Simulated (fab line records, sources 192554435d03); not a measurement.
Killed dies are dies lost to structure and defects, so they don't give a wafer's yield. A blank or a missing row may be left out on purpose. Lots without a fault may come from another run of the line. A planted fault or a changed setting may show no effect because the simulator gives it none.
fab line records | flow n5_finfet
record lots=24 wafers=72 last_day=17
route steps=1938 shown BEOL_M0@732 BEOL_M1@787
lots that met no fault: from a run of the same line without faults
start_h: hours from the record's first day to the start of the lot's first wafer shown | wait_h: hours since the lot's step before | " the same as in the row above | L1.1+2: a row that stands for several wafers | - no value, or no start given | * or withheld: withheld | < > ~ a bound
route shown NAME@n: a module of which the file shows steps, and the number in the route of the first | usual: mean/standard deviation of fault-free wafers | same: alike in all rows | chamber/n: place in a boat | sites: the reading at each site | _std_site: their standard deviation | _edge_site: outer sites' mean less inner sites' | radius_mm: how far each site lies from the wafer's centre | mask NAME#n: copy n | behind: the tool/chamber that last shaped the wafer | hold: why the lot was held/for how many hours/how that ended | device: the transistor (n, p or np) that didn't switch | end of line: the same wafers' tests at the end of the route | a step without rows: its recipe alone | killed: dies lost to structure and defects at the first sort, not the wafer's yield | map: a wafer's dies, x killed, . not, _ none there
set.NAME: the setting as run; set.NAME@STEP: as run at that earlier step | model.NAME: the simulator's own value behind a step, which no gauge read
steps of the route over a sample of lots; a table a step, a row a wafer
services: from which hour (start_h, from the record's first day; less than 0 if before it) a tool's chamber was out of use, for how many hours, and why
## steps
# step N5_BEOL_M0_SURFACE_TREAT_137
# recipe gas=Ar time_s=* ion_energy_ev=* ion_current_ma_cm2=0.5 pressure_mtorr=* ar_flow_sccm=30
# usual throttle_valve_pct=*
# columns lot.wafer tool chamber start_h wait_h throttle_valve_pct
L074.4 pvd_sputter-03 - 122.75 0.2 *
L074.5 " - " " *
L074.6 " - " " *
L075.2 pvd_sputter-03 - 132.15 0.2 *
L075.3 " - " " *
L075.4 " - " " *
L076.1 pvd_sputter-03 - 135.66 0.2 *
L076.3 " - " " *
L076.4 " - " " *
L077.2 pvd_sputter-01 - 137.86 0.3 *
L077.4 " - " " *
L077.5 " - " " *
L078.1 pvd_sputter-02 - 147.68 1.8 *
L078.2 " - " " *
L078.4 " - " " *
L079.2 pvd_sputter-03 - 149.56 0.4 *
L079.3 " - " " *
L079.5 " - " " *
L080.1 pvd_sputter-03 - 157.76 0.2 *
L080.5 " - " " *
L080.6 " - " " *
L081.2 pvd_sputter-01 - 163.10 0.2 *
L081.3 " - " " *
L081.5 " - " " *
L082.1 pvd_sputter-01 - 174.25 0.2 *
L082.4 " - " " *
L082.6 " - " " *
L083.1 pvd_sputter-02 - 175.69 0.4 *
L083.2 " - " " *
L083.5 " - " " *
L084.1 pvd_sputter-01 - 185.55 0.2 *
L084.2 " - " " *
L084.4 " - " " *
L085.2 pvd_sputter-03 - 189.79 0.2 *
L085.5 " - " " *
L085.6 " - " " *
L086.1 pvd_sputter-01 - 193.99 0.1 *
L086.3 " - " " *
L086.4 " - " " *
L087.3 pvd_sputter-02 - 196.92 0.2 *
L087.4 " - " " *
L087.6 " - " " *
L088.3 pvd_sputter-02 - 205.69 0.3 *
L088.5 " - " " *
L088.6 " - " " *
L089.4 pvd_sputter-02 - 212.52 0.2 *
L089.5 " - " " *
L089.6 " - " " *
L090.3 pvd_sputter-02 - 213.64 0.2 *
L090.5 " - " " *
L090.6 " - " " *
L091.1 pvd_sputter-02 - 220.84 0.2 *
L091.4 " - " " *
L091.5 " - " " *
L092.1 pvd_sputter-01 - 226.19 0.1 *
L092.3 " - " " *
L092.6 " - " " *
L093.2 pvd_sputter-01 - 233.60 0.1 *
L093.4 " - " " *
L093.6 " - " " *
L094.1 pvd_sputter-02 - 238.52 0.2 *
L094.2 " - " " *
L094.6 " - " " *
L095.1 pvd_sputter-02 - 241.73 0.2 *
L095.5 " - " " *
L095.6 " - " " *
L096.1 pvd_sputter-01 - 249.71 0.5 *
L096.2 " - " " *
L096.6 " - " " *
L097.1 pvd_sputter-03 - 252.03 0.1 *
L097.3 " - " " *
L097.5 " - " " *
# step N5_BEOL_M0_SPUTTER_141
# recipe material=Cu target_thk_a=40 temp_c=-20 chamber_pressure_pa=0.07 power_w=withheld time_s=7.37
# usual chuck_gas_flow_sccm=1.26/0.053 substrate_temp_c=-19.99/0.094 throttle_valve_pct=29.5/1.1
# columns lot.wafer tool chamber start_h wait_h chuck_gas_flow_sccm substrate_temp_c throttle_valve_pct
L074.4 pvd_sputter-02 - 123.34 0.0 1.24 -19.91 30.1
L074.5 " - " " 1.35 -20.03 28.7
L074.6 " - " " 1.25 -20.03 29.9
L075.2 pvd_sputter-01 - 132.67 0.0 1.29 -20.04 29.5
L075.3 " - " " 1.25 -20.03 28.0
L075.4 " - " " 1.40 -20.04 27.6
L076.1 pvd_sputter-03 - 136.22 0.0 1.28 -19.97 31.9
L076.3 " - " " 1.35 -19.86 31.4
L076.4 " - " " 1.24 -19.90 29.4
L077.2 pvd_sputter-03 - 138.38 0.0 1.14 -20.00 29.0
L077.4 " - " " 1.29 -20.03 31.1
L077.5 " - " " 1.27 -19.97 31.1
L078.1 pvd_sputter-02 - 148.22 0.0 1.20 -19.93 29.1
L078.2 " - " " 1.27 -20.04 29.7
L078.4 " - " " 1.27 -19.88 29.5
L079.2 pvd_sputter-03 - 150.40 0.0 1.15 -20.19 31.2
L079.3 " - " " 1.23 -19.81 29.5
L079.5 " - " " 1.34 -20.07 31.5
L080.1 pvd_sputter-02 - 158.36 0.0 1.33 -20.02 29.3
L080.5 " - " " 1.31 -20.21 29.5
L080.6 " - " " 1.31 -19.95 30.2
L081.2 pvd_sputter-01 - 163.68 0.0 1.18 -19.88 30.4
L081.3 " - " " 1.27 -20.05 27.5
L081.5 " - " " 1.25 -19.89 30.0
L082.1 pvd_sputter-03 - 174.78 0.0 1.25 -19.85 29.4
L082.4 " - " " 1.27 -19.97 31.7
L082.6 " - " " 1.28 -20.01 29.0
L083.1 pvd_sputter-02 - 176.59 0.0 1.19 -20.00 29.4
L083.2 " - " " 1.22 -19.97 29.9
L083.5 " - " " 1.29 -19.98 29.1
L084.1 pvd_sputter-01 - 186.15 0.0 1.23 -19.90 29.3
L084.2 " - " " 1.27 -19.78 27.2
L084.4 " - " " 1.36 -20.00 28.1
L085.2 pvd_sputter-02 - 191.68 0.0 1.22 -20.10 28.8
L085.5 " - " " 1.23 -20.06 30.2
L085.6 " - " " 1.32 -20.00 29.6
L086.1 pvd_sputter-01 - 194.52 0.0 1.28 -20.09 27.5
L086.3 " - " " 1.19 -19.96 30.2
L086.4 " - " " 1.23 -20.09 28.2
L087.3 pvd_sputter-01 - 198.19 0.0 1.21 -19.86 30.4
L087.4 " - " " 1.33 -20.09 28.1
L087.6 " - " " 1.22 -20.05 30.0
L088.3 pvd_sputter-01 - 206.29 0.0 1.21 -20.08 30.1
L088.5 " - " " 1.34 -20.07 29.3
L088.6 " - " " 1.18 -19.93 27.6
L089.4 pvd_sputter-02 - 213.12 0.0 1.26 -20.09 30.1
L089.5 " - " " 1.29 -20.01 30.1
L089.6 " - " " 1.16 -19.87 28.8
L090.3 pvd_sputter-02 - 214.16 0.0 1.27 -19.93 30.1
L090.5 " - " " 1.28 -20.12 30.3
L090.6 " - " " 1.14 -20.08 28.7
L091.1 pvd_sputter-01 - 221.93 0.0 1.21 -19.96 29.5
L091.4 " - " " 1.30 -19.98 30.2
L091.5 " - " " 1.20 -20.04 30.5
L092.1 pvd_sputter-03 - 226.71 0.0 1.19 -19.90 29.6
L092.3 " - " " 1.26 -19.97 31.2
L092.6 " - " " 1.22 -20.00 31.1
L093.2 pvd_sputter-01 - 234.16 0.0 1.23 -19.89 29.6
L093.4 " - " " 1.22 -20.01 30.0
L093.6 " - " " 1.19 -20.00 30.4
L094.1 pvd_sputter-01 - 239.06 0.0 1.32 -20.04 28.2
L094.2 " - " " 1.20 -19.93 30.3
L094.6 " - " " 1.33 -20.10 27.4
L095.1 pvd_sputter-02 - 242.36 0.0 1.35 -20.08 29.5
L095.5 " - " " 1.23 -19.92 30.1
L095.6 " - " " 1.28 -19.88 29.4
L096.1 pvd_sputter-02 - 251.05 0.0 1.21 -20.00 28.8
L096.2 " - " " 1.27 -20.09 29.8
L096.6 " - " " 1.21 -19.87 30.3
L097.1 pvd_sputter-02 - 254.24 0.0 1.29 -19.95 30.0
L097.3 " - " " 1.31 -19.96 29.4
L097.5 " - " " 1.21 -19.95 30.1
# step N5_BEOL_M0_CO_CAP_123
# recipe material=Co target_thk_a=20 temp_c=200 precursor=CCTBA/H2 pressure_torr=30 time_s=102.1
# usual heater_power_w=236/22
# columns lot.wafer tool chamber start_h wait_h heater_power_w
L074.4 cvd_co-02 1 124.42 0.0 195
L074.5 " 0 " " 242
L074.6 " 2 " " 233
L075.2 cvd_co-02 0 133.68 0.0 237
L075.3 " 1 " " 198
L075.4 " 2 " " 226
L076.1 cvd_co-02 0 137.16 0.0 239
L076.3 " 2 " " 228
L076.4 " 2 " " 230
L077.2 cvd_co-01 2 139.25 0.0 242
L077.4 " 2 " " 245
L077.5 " 1 " " 273
L078.1 cvd_co-02 1 149.08 0.0 195
L078.2 " 0 " " 245
L078.4 " 0 " " 241
L079.2 cvd_co-02 1 151.26 0.0 196
L079.3 " 2 " " 231
L079.5 " 1 " " 192
L080.1 cvd_co-02 1 159.91 0.0 194
L080.5 " 2 " " 227
L080.6 " 1 " " 197
L081.2 cvd_co-01 2 164.59 0.0 239
L081.3 " 0 " " 236
L081.5 " 0 " " 234
L082.1 cvd_co-01 0 175.64 0.0 230
L082.4 " 1 " " 270
L082.6 " 2 " " 248
L083.1 cvd_co-02 0 177.64 0.0 235
L083.2 " 1 " " 196
L083.5 " 2 " " 229
L084.1 cvd_co-01 1 187.02 0.0 266
L084.2 " 2 " " 243
L084.4 " 0 " " 231
L085.2 cvd_co-01 2 192.77 0.0 246
L085.5 " 2 " " 242
L085.6 " 0 " " 232
L086.1 cvd_co-02 2 195.38 0.0 230
L086.3 " 0 " " 246
L086.4 " 1 " " 196
L087.3 cvd_co-01 1 199.07 0.0 270
L087.4 " 1 " " 276
L087.6 " 2 " " 243
L088.3 cvd_co-02 1 207.15 0.0 192
L088.5 " 1 " " 193
L088.6 " 2 " " 231
L089.4 cvd_co-02 0 214.07 0.0 244
L089.5 " 2 " " 232
L089.6 " 1 " " 197
L090.3 cvd_co-01 2 215.02 0.0 237
L090.5 " 2 " " 243
L090.6 " 0 " " 229
L091.1 cvd_co-01 2 222.82 0.0 235
L091.4 " 1 " " 272
L091.5 " 2 " " 250
L092.1 cvd_co-01 2 227.78 0.0 242
L092.3 " 0 " " 235
L092.6 " 0 " " 236
L093.2 cvd_co-02 1 235.02 0.0 190
L093.4 " 2 " " 237
L093.6 " 0 " " 248
L094.1 cvd_co-01 0 239.92 0.0 237
L094.2 " 1 " " 270
L094.6 " 0 " " 237
L095.1 cvd_co-02 0 243.29 0.0 238
L095.5 " 0 " " 248
L095.6 " 2 " " 233
L096.1 cvd_co-01 1 251.91 0.0 274
L096.2 " 2 " " 243
L096.6 " 0 " " 235
L097.1 cvd_co-01 0 255.13 0.0 240
L097.3 " 1 " " 267
L097.5 " 1 " " 268
# step N5_BEOL_M1_OVL_MEAS_29
# recipe points_per_wafer=522
# usual V0_OVL=-0.2/0.56
# same points_per_wafer=522
# columns lot.wafer tool chamber start_h wait_h V0_OVL[nm]
L074.4 overlay-01 0 127.01 0.0 0.3
L074.5 " 0 " " 0.8
L074.6 " 0 " " 0.3
L075.2 overlay-02 0 136.12 0.0 -0.2
L075.3 " 0 " " 0.5
L075.4 " 0 " " 0.1
L076.1 overlay-02 0 139.23 0.0 -0.8
L076.3 " 0 " " 0.2
L076.4 " 0 " " -0.8
L077.2 overlay-01 0 142.13 0.0 -0.5
L077.4 " 0 " " -0.8
L077.5 " 0 " " -0.6
L078.1 overlay-01 0 152.42 0.0 -1.1
L078.2 " 0 " " -0.6
L078.4 " 0 " " -1.3
L079.2 overlay-02 0 154.28 0.0 -0.2
L079.3 " 0 " " 0.1
L079.5 " 0 " " -0.9
L080.1 overlay-02 0 162.68 0.0 0.1
L080.5 " 0 " " 0.0
L080.6 " 0 " " -0.4
L081.2 overlay-02 0 167.98 0.0 -0.2
L081.3 " 0 " " 1.2
L081.5 " 0 " " 0.2
L082.1 overlay-02 0 178.78 0.0 1.3
L082.4 " 0 " " -0.7
L082.6 " 0 " " -0.2
L083.1 overlay-01 0 180.30 0.0 -0.4
L083.2 " 0 " " -0.5
L083.5 " 0 " " -1.3
L084.1 overlay-02 0 189.66 0.0 -0.4
L084.2 " 0 " " 0.1
L084.4 " 0 " " 1.1
L085.2 overlay-02 0 195.12 0.0 -0.8
L085.5 " 0 " " 0.5
L085.6 " 0 " " -1.1
L086.1 overlay-01 0 197.21 0.0 0.4
L086.3 " 0 " " 0.7
L086.4 " 0 " " 0.0
L087.3 overlay-01 0 201.08 0.0 -0.3
L087.4 " 0 " " 0.1
L087.6 " 0 " " -1.1
L088.3 overlay-01 0 210.99 0.0 -0.3
L088.5 " 0 " " -0.6
L088.6 " 0 " " 0.1
L089.4 overlay-02 0 216.31 0.0 -0.3
L089.5 " 0 " " -0.4
L089.6 " 0 " " -0.6
L090.3 overlay-02 0 218.01 0.0 -0.6
L090.5 " 0 " " -0.4
L090.6 " 0 " " -0.2
L091.1 overlay-02 0 227.21 0.0 0.1
L091.4 " 0 " " -0.3
L091.5 " 0 " " 0.9
L092.1 overlay-02 0 229.62 0.0 0.6
L092.3 " 0 " " -0.5
L092.6 " 0 " " -0.4
L093.2 overlay-02 0 238.09 0.0 0.7
L093.4 " 0 " " -0.1
L093.6 " 0 " " 0.2
L094.1 overlay-02 0 242.98 0.0 -1.0
L094.2 " 0 " " -1.2
L094.6 " 0 " " -0.4
L095.1 overlay-02 0 245.88 0.0 0.0
L095.5 " 0 " " -0.9
L095.6 " 0 " " 0.2
L096.1 overlay-01 0 256.15 0.0 0.4
L096.2 " 0 " " -0.2
L096.6 " 0 " " -0.1
L097.1 overlay-01 0 257.98 0.0 -0.3
L097.3 " 0 " " -0.2
L097.5 " 0 " " -0.8
# step N5_BEOL_M1_SPUTTER_48
# recipe material=Cu target_thk_a=45 temp_c=-20 chamber_pressure_pa=0.07 power_w=withheld time_s=8.29
# usual chuck_gas_flow_sccm=1.25/0.061 substrate_temp_c=-20.01/0.086 throttle_valve_pct=29.5/1.1
# columns lot.wafer tool chamber start_h wait_h chuck_gas_flow_sccm substrate_temp_c throttle_valve_pct
L074.4 pvd_sputter-01 - 129.44 0.1 1.16 -19.91 29.8
L074.5 " - " " 1.35 -19.99 28.2
L074.6 " - " " 1.13 -19.89 30.5
L075.2 pvd_sputter-02 - 142.40 0.1 1.39 -19.92 28.8
L075.3 " - " " 1.24 -19.98 29.3
L075.4 " - " " 1.22 -19.95 30.1
L076.1 pvd_sputter-03 - 145.80 0.1 1.18 -19.96 29.3
L076.3 " - " " 1.33 -20.14 29.6
L076.4 " - " " 1.20 -20.11 31.1
L077.2 pvd_sputter-02 - 145.84 0.1 1.17 -20.08 29.7
L077.4 " - " " 1.16 -19.88 29.4
L077.5 " - " " 1.19 -20.04 30.3
L078.1 pvd_sputter-03 - 158.53 0.2 1.22 -20.06 29.1
L078.2 " - " " 1.25 -20.15 31.7
L078.4 " - " " 1.25 -20.06 31.1
L079.2 pvd_sputter-01 - 160.84 0.1 1.28 -20.05 27.1
L079.3 " - " " 1.17 -19.98 29.3
L079.5 " - " " 1.22 -20.07 27.3
L080.1 pvd_sputter-02 - 165.59 0.1 1.23 -20.01 30.2
L080.5 " - " " 1.18 -19.98 29.8
L080.6 " - " " 1.36 -20.04 28.8
L081.2 pvd_sputter-02 - 170.33 0.1 1.28 -19.81 29.8
L081.3 " - " " 1.16 -20.09 29.6
L081.5 " - " " 1.27 -20.00 29.3
L082.1 pvd_sputter-02 - 181.95 0.1 1.25 -20.09 30.0
L082.4 " - " " 1.24 -19.93 29.5
L082.6 " - " " 1.31 -19.98 30.0
L083.1 pvd_sputter-01 - 187.69 0.2 1.20 -19.97 30.3
L083.2 " - " " 1.36 -20.04 28.1
L083.5 " - " " 1.16 -20.13 29.3
L084.1 pvd_sputter-02 - 193.10 0.2 1.12 -20.05 29.5
L084.2 " - " " 1.26 -19.98 30.0
L084.4 " - " " 1.14 -20.05 28.8
L085.2 pvd_sputter-02 - 196.96 0.1 1.22 -20.11 28.9
L085.5 " - " " 1.25 -19.84 29.5
L085.6 " - " " 1.26 -19.99 29.8
L086.1 pvd_sputter-03 - 200.19 0.1 1.23 -19.98 29.2
L086.3 " - " " 1.28 -20.04 29.4
L086.4 " - " " 1.27 -19.99 31.6
L087.3 pvd_sputter-03 - 207.49 0.1 1.25 -19.97 29.2
L087.4 " - " " 1.24 -19.98 31.8
L087.6 " - " " 1.24 -20.00 29.4
L088.3 pvd_sputter-02 - 214.24 0.4 1.27 -19.90 28.7
L088.5 " - " " 1.23 -20.01 29.0
L088.6 " - " " 1.23 -20.08 30.2
L089.4 pvd_sputter-03 - 219.91 0.0 1.26 -19.99 31.4
L089.5 " - " " 1.25 -20.15 31.0
L089.6 " - " " 1.24 -19.87 29.8
L090.3 pvd_sputter-02 - 221.51 0.4 1.32 -20.08 30.0
L090.5 " - " " 1.38 -19.93 29.3
L090.6 " - " " 1.24 -20.10 30.1
L091.1 pvd_sputter-01 - 239.37 0.1 1.29 -20.05 28.2
L091.4 " - " " 1.34 -19.97 27.2
L091.5 " - " " 1.29 -19.99 29.2
L092.1 pvd_sputter-02 - 239.69 0.3 1.20 -19.93 30.0
L092.3 " - " " 1.24 -20.04 28.7
L092.6 " - " " 1.22 -19.95 30.2
L093.2 pvd_sputter-01 - 242.55 0.3 1.32 -19.92 30.5
L093.4 " - " " 1.30 -19.93 27.6
L093.6 " - " " 1.31 -19.94 28.0
L094.1 pvd_sputter-01 - 245.23 0.1 1.27 -19.95 29.2
L094.2 " - " " 1.17 -19.97 30.2
L094.6 " - " " 1.25 -20.14 29.3
L095.1 pvd_sputter-01 - 249.89 0.1 1.16 -20.03 27.3
L095.5 " - " " 1.16 -20.02 30.3
L095.6 " - " " 1.31 -20.11 27.4
L096.1 pvd_sputter-03 - 261.63 0.1 1.28 -20.27 32.0
L096.2 " - " " 1.18 -19.99 29.4
L096.6 " - " " 1.23 -19.87 31.1
L097.1 pvd_sputter-02 - 268.19 1.7 1.21 -19.95 30.0
L097.3 " - " " 1.21 -20.19 30.0
L097.5 " - " " 1.21 -20.13 29.7
# step N5_BEOL_M1_SPUTTER_92
# recipe material=Cu target_thk_a=45 temp_c=-20 chamber_pressure_pa=0.07 power_w=withheld time_s=8.29
# usual chuck_gas_flow_sccm=1.25/0.051 substrate_temp_c=-20.01/0.1 throttle_valve_pct=29.5/1.1
# columns lot.wafer tool chamber start_h wait_h chuck_gas_flow_sccm substrate_temp_c throttle_valve_pct
L074.4 pvd_sputter-01 - 130.76 0.1 1.23 -19.96 30.0
L074.5 " - " " 1.24 -20.10 28.0
L074.6 " - " " 1.26 -20.03 30.4
L075.2 pvd_sputter-02 - 143.72 0.1 1.37 -20.13 28.6
L075.3 " - " " 1.27 -20.02 29.3
L075.4 " - " " 1.25 -19.98 29.8
L076.1 pvd_sputter-03 - 147.12 0.1 1.20 -20.01 29.2
L076.3 " - " " 1.32 -19.87 29.3
L076.4 " - " " 1.26 -19.82 31.1
L077.2 pvd_sputter-02 - 147.16 0.1 1.22 -20.18 29.9
L077.4 " - " " 1.25 -19.79 29.5
L077.5 " - " " 1.31 -20.02 29.9
L078.1 pvd_sputter-03 - 159.85 0.1 1.27 -20.03 29.2
L078.2 " - " " 1.25 -20.08 31.8
L078.4 " - " " 1.32 -20.09 31.1
L079.2 pvd_sputter-01 - 162.16 0.1 1.30 -19.93 27.4
L079.3 " - " " 1.38 -19.93 29.5
L079.5 " - " " 1.31 -20.07 27.2
L080.1 pvd_sputter-02 - 166.91 0.1 1.23 -20.13 30.2
L080.5 " - " " 1.16 -20.19 29.7
L080.6 " - " " 1.24 -19.98 28.8
L081.2 pvd_sputter-02 - 171.65 0.1 1.27 -20.10 30.1
L081.3 " - " " 1.25 -19.82 29.4
L081.5 " - " " 1.25 -19.88 29.5
L082.1 pvd_sputter-02 - 183.27 0.1 1.29 -20.11 30.0
L082.4 " - " " 1.24 -20.16 29.6
L082.6 " - " " 1.23 -20.02 30.0
L083.1 pvd_sputter-01 - 189.01 0.1 1.23 -20.20 30.3
L083.2 " - " " 1.28 -19.86 27.8
L083.5 " - " " 1.30 -19.93 29.3
L084.1 pvd_sputter-02 - 194.42 0.1 1.29 -20.02 29.3
L084.2 " - " " 1.20 -19.99 30.0
L084.4 " - " " 1.18 -19.79 28.7
L085.2 pvd_sputter-02 - 198.28 0.1 1.30 -20.04 28.7
L085.5 " - " " 1.29 -20.03 29.1
L085.6 " - " " 1.21 -19.95 30.0
L086.1 pvd_sputter-03 - 201.51 0.1 1.32 -19.93 29.3
L086.3 " - " " 1.28 -20.10 29.4
L086.4 " - " " 1.25 -19.98 31.8
L087.3 pvd_sputter-03 - 208.81 0.1 1.22 -19.85 29.1
L087.4 " - " " 1.20 -20.08 31.6
L087.6 " - " " 1.20 -19.93 29.1
L088.3 pvd_sputter-02 - 215.62 0.1 1.30 -19.99 28.7
L088.5 " - " " 1.27 -20.06 29.1
L088.6 " - " " 1.23 -19.83 30.2
L089.4 pvd_sputter-03 - 221.23 0.1 1.21 -20.10 31.7
L089.5 " - " " 1.26 -20.21 30.9
L089.6 " - " " 1.31 -19.99 29.3
L090.3 pvd_sputter-02 - 223.00 0.1 1.27 -20.08 29.9
L090.5 " - " " 1.25 -20.14 29.3
L090.6 " - " " 1.22 -19.96 30.4
L091.1 pvd_sputter-01 - 240.69 0.1 1.27 -19.98 28.1
L091.4 " - " " 1.24 -20.05 27.2
L091.5 " - " " 1.30 -19.86 29.4
L092.1 pvd_sputter-02 - 241.01 0.1 1.18 -20.05 29.7
L092.3 " - " " 1.26 -20.00 28.9
L092.6 " - " " 1.26 -20.12 30.2
L093.2 pvd_sputter-01 - 243.87 0.1 1.32 -20.18 30.4
L093.4 " - " " 1.24 -20.05 27.5
L093.6 " - " " 1.28 -19.87 27.9
L094.1 pvd_sputter-01 - 246.55 0.1 1.27 -19.99 29.4
L094.2 " - " " 1.16 -20.01 30.5
L094.6 " - " " 1.28 -19.90 29.2
L095.1 pvd_sputter-01 - 251.21 0.1 1.28 -20.10 27.4
L095.5 " - " " 1.12 -19.84 30.3
L095.6 " - " " 1.30 -19.94 27.3
L096.1 pvd_sputter-03 - 262.95 0.1 1.23 -20.06 31.7
L096.2 " - " " 1.24 -20.06 29.5
L096.6 " - " " 1.27 -19.94 31.0
L097.1 pvd_sputter-02 - 269.51 0.1 1.16 -19.98 30.2
L097.3 " - " " 1.30 -20.10 30.1
L097.5 " - " " 1.24 -19.97 30.0
## services
# columns tool chamber start_h hours kind
cvd_co-02 - 105.37 0.8 repair
cvd_co-01 1 114.67 - clean
cvd_co-01 1 114.67 22.0 scheduled_down
cvd_co-01 1 114.67 22.0 vent_cycle
cvd_co-01 - 133.27 2.8 pm
## key
fault none
